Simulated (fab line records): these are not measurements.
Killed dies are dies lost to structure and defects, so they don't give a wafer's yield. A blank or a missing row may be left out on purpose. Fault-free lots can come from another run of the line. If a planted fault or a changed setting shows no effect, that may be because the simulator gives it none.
Problem report in the 8D (eight disciplines) form, filled by code ; flow n5Finfet ; the parts of the form that need people (team, actions taken, sign-off) are left out

== 1. WHAT IS WRONG ==
At N5_BEOL_M4_OCD_MEAS_38, trenchDepthNm averages 44.9 nm over 3 wafers from 3 lots, while fault-free wafers read 55.2 nm, standard deviation 0.89. Relative to the usual mean, that is a shift of -12 standard deviations.
Earliest sighting: wafer L231.5 on ocd-02 at day 10 06:47. The record holds 24 wafers of 9 lots with a number at this step. The rule behind "out" and "out of limits": a value lying over 4 standard deviations away from the usual mean. All remaining wafers that have a number are taken as sound.

== 2. WHAT IT IS, WHAT IT ISN'T ==
question;is;is not
which readings at this step;trenchDepthNm;-
which lots;L231, L232, L235;L226, L229, L240, L241, L245, L246
which wafers of those lots;L231.5, L232.5, L235.5;L231.4, L232.4, L235.3
read on which gauges;ocd-01, ocd-02;-
when;from day 10 06:47;"up to then (7 sound wafers); but 14 sound wafers of L232, L235, L240, L241, L245, L246 came after"

== 3. SUSPECTS, AND WHAT RULES EACH OUT ==
Counting: a tool at a process step up to the reading stays a suspect if it ran every lot that is out. Sound lots after the first of them don't rule it out here, since some wafers of a struck lot are sound.
- the gauge at N5_BEOL_M4_OCD_MEAS_38 has been ruled out. The wafers that are out were read on 2 gauges (ocd-01, ocd-02).
- rieDiel-02 at N5_BEOL_M4_TRENCH_ETCH_37 (etches SiOC in C4F6/O2, target depth 55.555 nm, time 29.2 s): kept. It processed each lot that is out (first: L231, day 10 06:37); up to then, its last sound lot is L229 (day 9 09:47).
Remaining after the count: rieDiel-02 at N5_BEOL_M4_TRENCH_ETCH_37.

== 4. THE CAUSE (what the simulator had put in) ==
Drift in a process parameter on rieDiel-02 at N5_BEOL_M4_TRENCH_ETCH_37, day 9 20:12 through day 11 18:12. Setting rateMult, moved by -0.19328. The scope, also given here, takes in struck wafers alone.
This tool alone remained once counting was done.

== 5. SEQUENCE OF EFFECTS, ordered by route ==
One row per reading whose mean, taken over the struck wafers that have a number, lies over 3 standard deviations from the usual. Scope: only readings with a usual standard deviation given in the record; hours: median across lots of the time from each lot's start at the first step in this table that gives one to its start at this step; sigmas: change in usual standard deviations.
hours;step;reading;usual;on struck wafers;change;sigmas
0;N5_BEOL_M4_OCD_MEAS_38;trenchDepthNm;55.2 nm;44.9;-10.3;-12
5;N5_BEOL_M4_THK_MEAS_53;M4_THK;40.5 nm;29.9;-10.6;-6.3
5;N5_BEOL_M4_RS_MEAS_58;M4_RS;0.69 ohm/sq;1.02;+0.33;+8.9
6;N5_BEOL_M4_RC_MEAS_101;SERP_M4;204 ohm/um;290;+86;+5.4
6;N5_BEOL_M4_RC_MEAS_101;SERP_M4_max_site;217 ohm/um;309;+92;+4.8
Later steps that measure or inspect, where all struck wafers having a row at the step show a number for every such reading and not one has moved that far: N5_BEOL_M4_CD_MEAS_35.

== 6. HOW IT WOULD HAVE BEEN CAUGHT EARLIER ==
Counted from the fault's start at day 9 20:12, it took 11 hours until the first out-of-limits reading at a measuring or inspecting step in this record, taken at day 10 06:47.
Tool readings at N5_BEOL_M4_TRENCH_ETCH_37 with a usual standard deviation given in the record: none out on any struck wafer, hence no alarm at a limit of 4 standard deviations on them.
Of the lots that are out (3), L232, L235 began N5_BEOL_M4_TRENCH_ETCH_37 on rieDiel-02 after day 10 06:47. A hold on the tool at that time would have spared those 2.
